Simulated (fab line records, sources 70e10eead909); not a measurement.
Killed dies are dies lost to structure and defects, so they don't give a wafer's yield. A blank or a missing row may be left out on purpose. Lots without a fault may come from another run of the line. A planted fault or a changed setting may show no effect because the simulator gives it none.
Chamber matching | flow nand_harc | NHARC_P_BONDPAD_CMP_19 on cmp-02: 4 sister chambers
The step polishes, t overpolish 30 s, cu recess touch 16 s, target thk 160.81 nm. 14 wafers are shown with their chamber, then 7 later ones without.

WAFERS WITH THEIR CHAMBER
wafer  | chamber | motor_current_A (A) | overpolish_run_s (s)
L074.4 | 3       | 11.8                | 29.985
L074.5 | 3       | 11.8                | 30.001
L074.6 | 0       | 13.6                | 29.986
L081.3 | 0       | 13.1                | 30.001
L081.4 | 2       | 12.9                | 29.999
L081.6 | 0       | 13.5                | 29.990
L083.2 | 3       | 12.1                | 30.006
L083.4 | 0       | 14.0                | 30.010
L083.5 | 2       | 13.2                | 29.996
L086.1 | 1       | 15.0                | 29.996
L086.2 | 3       | 11.8                | 30.001
L086.3 | 0       | 14.2                | 29.992
L085.4 | 1       | 14.6                | 29.992
L085.5 | 0       | 13.9                | 29.997

SIGNATURES (means of the wafers above)
reading          | chamber 0 | chamber 1 | chamber 2 | chamber 3 | scatter within a chamber
motor_current_A  | 13.717    | 14.800    | 13.050    | 11.875    | 0.313
overpolish_run_s | 29.99600  | 29.99400  | 29.99750  | 29.99825  | 0.00798
Rule: a wafer's distance from a chamber is the root of the sum, over the readings, of the square of ((its reading less the chamber's mean) divided by the reading's scatter). The wafer belongs to the nearest chamber; if the next one is less than 2 further off, it can't be placed. The scatter: the root of (the sum of the squares of (reading less its chamber's mean) over the shown wafers, divided by (wafers less chambers)).

WAFERS WITHOUT THEIR CHAMBER
wafer  | motor_current_A (A) | overpolish_run_s (s)
L085.6 | 11.2                | 29.986
L089.1 | 12.4                | 29.994
L089.3 | 12.8                | 30.008
L089.6 | 11.8                | 29.982
L090.2 | 13.7                | 29.996
L090.4 | 12.7                | 29.992
L090.5 | 11.9                | 29.996

WHICH CHAMBER EACH WENT THROUGH
wafer  | from the rows above          | in truth
L085.6 | 3                            | 3
L089.1 | can't be placed: 3 or 2      | 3
L089.3 | can't be placed: 2 or 3 or 0 | 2
L089.6 | 3                            | 3
L090.2 | 0                            | 0
L090.4 | can't be placed: 2 or 3 or 0 | 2
L090.5 | 3                            | 3
Placed correctly: 4 of 7. Can't be placed from these rows: 3 (the true chamber is among the candidates in 3). Placed wrongly: 0.
